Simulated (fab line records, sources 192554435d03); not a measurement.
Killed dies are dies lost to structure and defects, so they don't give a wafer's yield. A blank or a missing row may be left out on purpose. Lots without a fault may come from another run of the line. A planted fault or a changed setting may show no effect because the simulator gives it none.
Which tool did it? | flow n5_finfet | 24 lots, 72 wafers sampled, at 6 steps of a route of 1938

WHAT THE GAUGES READ, wafer by wafer
N5_BEOL_M8_INSPECT_58: inspects for defects (darkfield).
lot  | measured     | on                | raw_defect_count
L074 | day 9 16:49  | defect_inspect-02 | 50 69 34
L075 | day 10 01:59 | defect_inspect-01 | 59 50 61
L076 | day 10 13:13 | defect_inspect-01 | 65 64 55
L077 | day 10 14:05 | defect_inspect-01 | 48 42 53
L078 | day 10 17:00 | defect_inspect-01 | 50 74 72
L079 | day 11 11:58 | defect_inspect-01 | 86 54 85
L081 | day 11 15:16 | defect_inspect-02 | 91 124 75
L080 | day 11 17:17 | defect_inspect-02 | 101 85 61
L082 | day 12 00:45 | defect_inspect-01 | 67 77 64
L083 | day 12 02:25 | defect_inspect-01 | 72 47 87
L084 | day 12 09:52 | defect_inspect-02 | 96 65 60
L085 | day 13 07:52 | defect_inspect-02 | 76 52 85
L086 | day 13 08:12 | defect_inspect-02 | 90 77 109
L087 | day 13 08:06 | defect_inspect-01 | 76 61 61
L089 | day 14 01:09 | defect_inspect-02 | 108 76 67
L088 | day 14 02:47 | defect_inspect-02 | 79 96 80
L090 | day 14 05:54 | defect_inspect-02 | 49 41 87
L093 | day 14 08:08 | defect_inspect-01 | 43 48 76
L091 | day 14 09:34 | defect_inspect-02 | 73 44 58
L096 | day 15 23:20 | defect_inspect-02 | 51 59 69
L092 | day 16 02:18 | defect_inspect-01 | 42 47 99
L097 | day 16 07:34 | defect_inspect-01 | 91 82 54
L094 | day 16 09:41 | defect_inspect-01 | 78 115 125
L095 | day 16 10:08 | defect_inspect-02 | 99 121 150

WHICH TOOL RAN EACH LOT (tool, then ch and the chambers of the sampled wafers, then the start)
lot  | N5_BEOL_M8_HM_DEP_02         | N5_BEOL_M8_VIA_ETCH_34             | N5_BEOL_M8_CURE_75            | N5_BEOL_M8_CMP_52             | N5_BEOL_M8_DEP_56
L074 | pvd_sputter-01, day 9 11:46  | rie_diel-02 ch 0,1,2, day 9 13:56  | uv_cure-03 ch 2, day 9 14:29  | cmp-04 ch 0,3, day 9 16:20    | pecvd-03 ch 0,1, day 9 16:43
L075 | pvd_sputter-03, day 9 17:04  | rie_diel-04 ch 0,1,2, day 9 21:55  | uv_cure-02 ch 1, day 9 22:22  | cmp-04 ch 0,2,3, day 10 01:31 | pecvd-03 ch 1, day 10 01:53
L076 | pvd_sputter-01, day 10 04:17 | rie_diel-01 ch 0,3, day 10 08:17   | uv_cure-03 ch 1, day 10 08:50 | cmp-04 ch 2,3, day 10 12:44   | pecvd-03 ch 0,1, day 10 13:07
L077 | pvd_sputter-01, day 10 08:53 | rie_diel-04 ch 0,1, day 10 10:51   | uv_cure-01 ch 2, day 10 11:19 | cmp-02 ch 1,2,3, day 10 13:38 | pecvd-01 ch 1,2, day 10 13:59
L078 | pvd_sputter-03, day 10 12:02 | rie_diel-02 ch 0,3, day 10 13:42   | uv_cure-03 ch 1, day 10 14:15 | cmp-02 ch 0,1,2, day 10 16:37 | pecvd-03 ch 0,1, day 10 16:55
L079 | pvd_sputter-03, day 11 06:17 | rie_diel-01 ch 1,3, day 11 09:09   | uv_cure-02 ch 2, day 11 09:39 | cmp-02 ch 0,1,3, day 11 11:31 | pecvd-01 ch 0,1, day 11 11:52
L081 | pvd_sputter-03, day 11 09:14 | rie_diel-04 ch 1,2,3, day 11 11:02 | uv_cure-03 ch 2, day 11 11:29 | cmp-04 ch 0,1, day 11 14:48   | pecvd-03 ch 1,2, day 11 15:10
L080 | pvd_sputter-03, day 11 09:57 | rie_diel-04 ch 1,2,3, day 11 13:47 | uv_cure-02 ch 0, day 11 14:14 | cmp-04 ch 0,2,3, day 11 16:50 | pecvd-04 ch 0,1,2, day 11 17:11
L082 | pvd_sputter-01, day 11 17:23 | rie_diel-04 ch 0,1,2, day 11 19:29 | uv_cure-03 ch 1, day 11 20:05 | cmp-01 ch 0,1,3, day 12 00:22 | pecvd-04 ch 0,1,2, day 12 00:40
L083 | pvd_sputter-02, day 11 19:08 | rie_diel-04 ch 2,3, day 11 21:37   | uv_cure-01 ch 1, day 11 22:16 | cmp-02 ch 0,2, day 12 01:59   | pecvd-03 ch 1,2, day 12 02:20
L084 | pvd_sputter-02, day 12 04:10 | rie_diel-02 ch 0,1,3, day 12 06:33 | uv_cure-03 ch 1, day 12 06:59 | cmp-04 ch 0,1, day 12 09:25   | pecvd-01 ch 0,1, day 12 09:46
L085 | pvd_sputter-03, day 13 02:05 | rie_diel-02 ch 0,1,3, day 13 04:41 | uv_cure-02 ch 2, day 13 05:10 | cmp-02 ch 1,2,3, day 13 07:25 | pecvd-01 ch 0,1,2, day 13 07:46
L086 | pvd_sputter-03, day 13 02:19 | rie_diel-04 ch 0,2,3, day 13 05:16 | uv_cure-01 ch 2, day 13 05:42 | cmp-04 ch 0,1,2, day 13 07:45 | pecvd-03 ch 0,1,2, day 13 08:07
L087 | pvd_sputter-03, day 13 02:25 | rie_diel-01 ch 0,1, day 13 04:51   | uv_cure-03 ch 2, day 13 05:18 | cmp-02 ch 0,3, day 13 07:39   | pecvd-04 ch 0,1, day 13 08:01
L089 | pvd_sputter-01, day 13 19:35 | rie_diel-02 ch 0,3, day 13 22:09   | uv_cure-03 ch 0, day 13 22:42 | cmp-02 ch 0,1,3, day 14 00:44 | pecvd-03 ch 1,2, day 14 01:04
L088 | pvd_sputter-01, day 13 19:41 | rie_diel-02 ch 1,3, day 13 22:55   | uv_cure-01 ch 2, day 13 23:22 | cmp-01 ch 0,1,2, day 14 02:22 | pecvd-03 ch 0,1,2, day 14 02:41
L090 | pvd_sputter-02, day 13 22:42 | rie_diel-04 ch 1,2,3, day 14 01:23 | uv_cure-02 ch 1, day 14 02:07 | cmp-02 ch 0,2, day 14 05:27   | pecvd-03 ch 1,2, day 14 05:48
L093 | pvd_sputter-02, day 14 01:32 | rie_diel-04 ch 0,1,2, day 14 04:14 | uv_cure-03 ch 1, day 14 04:44 | cmp-02 ch 1,2, day 14 07:41   | pecvd-04 ch 0,1, day 14 08:02
L091 | pvd_sputter-02, day 14 02:02 | rie_diel-01 ch 0,1, day 14 04:35   | uv_cure-03 ch 1, day 14 05:05 | cmp-02 ch 1,2, day 14 09:05   | pecvd-01 ch 1, day 14 09:27
L096 | pvd_sputter-02, day 15 13:17 | rie_diel-02 ch 1,2,3, day 15 18:52 | uv_cure-02 ch 0, day 15 19:22 | cmp-04 ch 0,2, day 15 22:53   | pecvd-01 ch 0,1, day 15 23:14
L092 | pvd_sputter-03, day 15 19:17 | rie_diel-02 ch 1,2, day 15 22:37   | uv_cure-02 ch 2, day 15 23:14 | cmp-01 ch 0,2, day 16 01:53   | pecvd-03 ch 0,1, day 16 02:13
L097 | pvd_sputter-02, day 15 22:28 | rie_diel-02 ch 2,3, day 16 05:03   | uv_cure-03 ch 0, day 16 05:32 | cmp-01 ch 0,1,2, day 16 07:07 | pecvd-04 ch 0,1,2, day 16 07:29
L094 | pvd_sputter-02, day 15 22:38 | rie_diel-01 ch 0,1, day 16 05:00   | uv_cure-01 ch 1, day 16 05:38 | cmp-01 ch 0,1, day 16 09:13   | pecvd-03 ch 0,1,2, day 16 09:35
L095 | pvd_sputter-02, day 15 23:22 | rie_diel-04 ch 0,1,2, day 16 05:11 | uv_cure-03 ch 0, day 16 05:50 | cmp-01 ch 0,2,3, day 16 09:43 | pecvd-03 ch 0,1,2, day 16 10:02
- N5_BEOL_M8_HM_DEP_02: deposits TiN, target thk 20 nm.
- N5_BEOL_M8_VIA_ETCH_34: etches SiCOH lowk in C4F6/O2, target depth 125.5 nm, time 50.5 s.
- N5_BEOL_M8_CURE_75: cures SiCOH lowk, time 120 s.
- N5_BEOL_M8_CMP_52: polishes, stops on SiCOH lowk, t overpolish 6.9 s, target thk 80 nm.
- N5_BEOL_M8_DEP_56: deposits SiCN from 3MS/NH3, target thk 10 nm, time 17.5 s.

WHAT THE TOOLS THEMSELVES READ (means of the sampled wafers that have a number; where no wafer has one, the mark that the record gives instead)
N5_BEOL_M8_HM_DEP_02.
lot  | tool           | throttle_valve_pct (%)
L074 | pvd_sputter-01 | 30.4
L075 | pvd_sputter-03 | 29.9
L076 | pvd_sputter-01 | 30.1
L077 | pvd_sputter-01 | 29.9
L078 | pvd_sputter-03 | 29.6
L079 | pvd_sputter-03 | 29.0
L081 | pvd_sputter-03 | 29.6
L080 | pvd_sputter-03 | 29.4
L082 | pvd_sputter-01 | 30.1
L083 | pvd_sputter-02 | 29.7
L084 | pvd_sputter-02 | 30.2
L085 | pvd_sputter-03 | 29.2
L086 | pvd_sputter-03 | 29.9
L087 | pvd_sputter-03 | 29.1
L089 | pvd_sputter-01 | 30.7
L088 | pvd_sputter-01 | 29.7
L090 | pvd_sputter-02 | 30.4
L093 | pvd_sputter-02 | 30.8
L091 | pvd_sputter-02 | 31.5
L096 | pvd_sputter-02 | 31.0
L092 | pvd_sputter-03 | 29.3
L097 | pvd_sputter-02 | 30.6
L094 | pvd_sputter-02 | 31.3
L095 | pvd_sputter-02 | 30.0

N5_BEOL_M8_VIA_ETCH_34.
lot  | tool        | drypump_motor_current_A (A) | oes_f_703_au (a.u.) | oes_product_au (a.u.) | rf_vpp_V (V) | showerhead_plenum_p_Torr (Torr) | throttle_valve_pct (%)
L074 | rie_diel-02 | 5.7                         | 0.76                | 0.77                  | 654          | 2.79                            | 21.07
L075 | rie_diel-04 | 5.4                         | 0.82                | 0.82                  | 666          | 2.80                            | 20.81
L076 | rie_diel-01 | 6.2                         | 0.77                | 0.77                  | 669          | 2.76                            | 20.90
L077 | rie_diel-04 | 5.8                         | 0.79                | 0.82                  | 664          | 2.77                            | 20.93
L078 | rie_diel-02 | 5.4                         | 0.70                | 0.71                  | 671          | 2.88                            | 20.92
L079 | rie_diel-01 | 5.8                         | 0.79                | 0.80                  | 677          | 2.84                            | 20.88
L081 | rie_diel-04 | 5.2                         | 0.80                | 0.80                  | 669          | 2.83                            | 20.87
L080 | rie_diel-04 | 5.2                         | 0.80                | 0.79                  | 669          | 2.83                            | 20.86
L082 | rie_diel-04 | 5.4                         | 0.79                | 0.80                  | 666          | 2.79                            | 20.84
L083 | rie_diel-04 | 5.0                         | 0.82                | 0.83                  | 675          | 2.88                            | 20.77
L084 | rie_diel-02 | 5.7                         | 0.71                | 0.71                  | 668          | 2.84                            | 20.93
L085 | rie_diel-02 | 5.8                         | 0.70                | 0.71                  | 668          | 2.83                            | 20.93
L086 | rie_diel-04 | 5.4                         | 0.80                | 0.81                  | 672          | 2.85                            | 20.89
L087 | rie_diel-01 | 5.4                         | 0.86                | 0.84                  | 661          | 2.93                            | 20.86
L089 | rie_diel-02 | 5.4                         | 0.69                | 0.69                  | 671          | 2.87                            | 20.97
L088 | rie_diel-02 | 6.0                         | 0.72                | 0.73                  | 674          | 2.88                            | 20.80
L090 | rie_diel-04 | 5.2                         | 0.78                | 0.78                  | 669          | 2.82                            | 20.89
L093 | rie_diel-04 | 5.4                         | 0.78                | 0.78                  | 665          | 2.78                            | 20.85
L091 | rie_diel-01 | 5.8                         | 0.82                | 0.81                  | 652          | 2.83                            | 20.93
L096 | rie_diel-02 | 5.9                         | 0.74                | 0.74                  | 658          | 2.81                            | 20.99
L092 | rie_diel-02 | 6.0                         | 0.73                | 0.74                  | 650          | 2.73                            | 21.12
L097 | rie_diel-02 | 5.8                         | 0.74                | 0.74                  | 667          | 2.89                            | 20.86
L094 | rie_diel-01 | 5.4                         | 0.82                | 0.80                  | 660          | 2.92                            | 20.91
L095 | rie_diel-04 | 5.4                         | 0.76                | 0.77                  | 665          | 2.78                            | 20.89

N5_BEOL_M8_CURE_75.
lot  | tool       | lamp_power_pct (%) | wafer_temp_C_max
L074 | uv_cure-03 | 52.32              | 372.3
L075 | uv_cure-02 | 52.29              | 371.3
L076 | uv_cure-03 | 52.37              | 371.9
L077 | uv_cure-01 | 52.35              | 372.2
L078 | uv_cure-03 | 52.31              | 371.6
L079 | uv_cure-02 | 52.33              | 371.7
L081 | uv_cure-03 | 52.28              | 372.5
L080 | uv_cure-02 | 52.34              | 373.2
L082 | uv_cure-03 | 52.33              | 371.7
L083 | uv_cure-01 | 52.31              | 372.3
L084 | uv_cure-03 | 52.29              | 371.7
L085 | uv_cure-02 | 52.33              | 371.8
L086 | uv_cure-01 | 52.36              | 372.4
L087 | uv_cure-03 | 52.33              | 372.5
L089 | uv_cure-03 | 52.34              | 371.9
L088 | uv_cure-01 | 52.30              | 372.6
L090 | uv_cure-02 | 52.34              | 371.3
L093 | uv_cure-03 | 52.31              | 371.7
L091 | uv_cure-03 | 52.34              | 371.8
L096 | uv_cure-02 | 52.34              | 373.0
L092 | uv_cure-02 | 52.36              | 372.2
L097 | uv_cure-03 | 52.30              | 371.8
L094 | uv_cure-01 | 52.28              | 371.8
L095 | uv_cure-03 | 52.28              | 372.1

N5_BEOL_M8_CMP_52.
lot  | tool   | barrier_field_endpoint_s (s) | motor_current_A (A) | overpolish_run_s (s) | time_to_endpoint_s (s)
L074 | cmp-04 | 30.3                         | 5.7                 | 6.900                | 66
L075 | cmp-04 | 30.1                         | 5.6                 | 6.895                | 68
L076 | cmp-04 | 29.4                         | 5.7                 | 6.903                | 66
L077 | cmp-02 | 28.6                         | 6.3                 | 6.892                | 59
L078 | cmp-02 | 28.6                         | 6.4                 | 6.901                | 60
L079 | cmp-02 | 28.7                         | 6.2                 | 6.908                | 62
L081 | cmp-04 | 29.4                         | 6.3                 | 6.903                | 66
L080 | cmp-04 | 30.3                         | 5.6                 | 6.909                | 68
L082 | cmp-01 | 29.1                         | 6.4                 | 6.896                | 61
L083 | cmp-02 | 28.7                         | 6.8                 | 6.893                | 58
L084 | cmp-04 | 28.9                         | 6.0                 | 6.903                | 63
L085 | cmp-02 | 29.3                         | 6.5                 | 6.900                | 63
L086 | cmp-04 | 29.1                         | 6.2                 | 6.899                | 63
L087 | cmp-02 | 28.7                         | 6.7                 | 6.900                | 60
L089 | cmp-02 | 28.7                         | 6.3                 | 6.906                | 59
L088 | cmp-01 | 27.9                         | 6.1                 | 6.902                | 57
L090 | cmp-02 | 28.7                         | 6.9                 | 6.906                | 60
L093 | cmp-02 | 28.5                         | 6.4                 | 6.900                | 58
L091 | cmp-02 | 28.6                         | 6.4                 | 6.894                | 59
L096 | cmp-04 | 29.7                         | 5.7                 | 6.897                | 67
L092 | cmp-01 | 29.1                         | 5.8                 | 6.903                | 62
L097 | cmp-01 | 28.9                         | 6.3                 | 6.907                | 64
L094 | cmp-01 | 28.3                         | 6.4                 | 6.896                | 60
L095 | cmp-01 | 29.1                         | 6.1                 | 6.901                | 62

N5_BEOL_M8_DEP_56.
lot  | tool     | showerhead_plenum_p_Torr (Torr) | throttle_valve_pct (%)
L074 | pecvd-03 | 3.665                           | 8.7
L075 | pecvd-03 | 3.641                           | 8.8
L076 | pecvd-03 | 3.654                           | 8.7
L077 | pecvd-01 | 3.668                           | 8.9
L078 | pecvd-03 | 3.666                           | 8.8
L079 | pecvd-01 | 3.669                           | 9.3
L081 | pecvd-03 | 3.653                           | 8.6
L080 | pecvd-04 | 3.673                           | 8.8
L082 | pecvd-04 | 3.677                           | 8.6
L083 | pecvd-03 | 3.651                           | 8.8
L084 | pecvd-01 | 3.672                           | 9.2
L085 | pecvd-01 | 3.669                           | 9.0
L086 | pecvd-03 | 3.665                           | 8.7
L087 | pecvd-04 | 3.686                           | 8.8
L089 | pecvd-03 | 3.657                           | 8.7
L088 | pecvd-03 | 3.664                           | 8.8
L090 | pecvd-03 | 3.650                           | 8.9
L093 | pecvd-04 | 3.676                           | 9.1
L091 | pecvd-01 | 3.665                           | 9.4
L096 | pecvd-01 | 3.666                           | 9.3
L092 | pecvd-03 | 3.657                           | 8.8
L097 | pecvd-04 | 3.681                           | 8.8
L094 | pecvd-03 | 3.657                           | 8.7
L095 | pecvd-03 | 3.665                           | 8.8

THE ANSWER, worked out from the rows above alone
Rule: what is usual is taken from the lots themselves. Put in order of their means at a reading, lots are off if they are a third of the lots or fewer, leave a main group of 4 or more, and stand apart from it by a gap of 3 or more times the standard deviation of the main group's means; of several such gaps the widest counts. A main group whose means are all the same, to the digits that the tables above print for the reading, isn't used. A lot without any number at a reading at which 4 lots or more have one is off too. The other lots that the step has rows for count as sound. The gauges are gone through in route order, then the tools' own readings, and for those a lot's mean is taken as printed above. The first step at which some lot is off is used, and at that step the reading that is off furthest; a lot without a number counts as furthest.
No lot is off at any reading shown: from this, nothing can be told.

WHAT THE SIMULATOR HAD PUT IN
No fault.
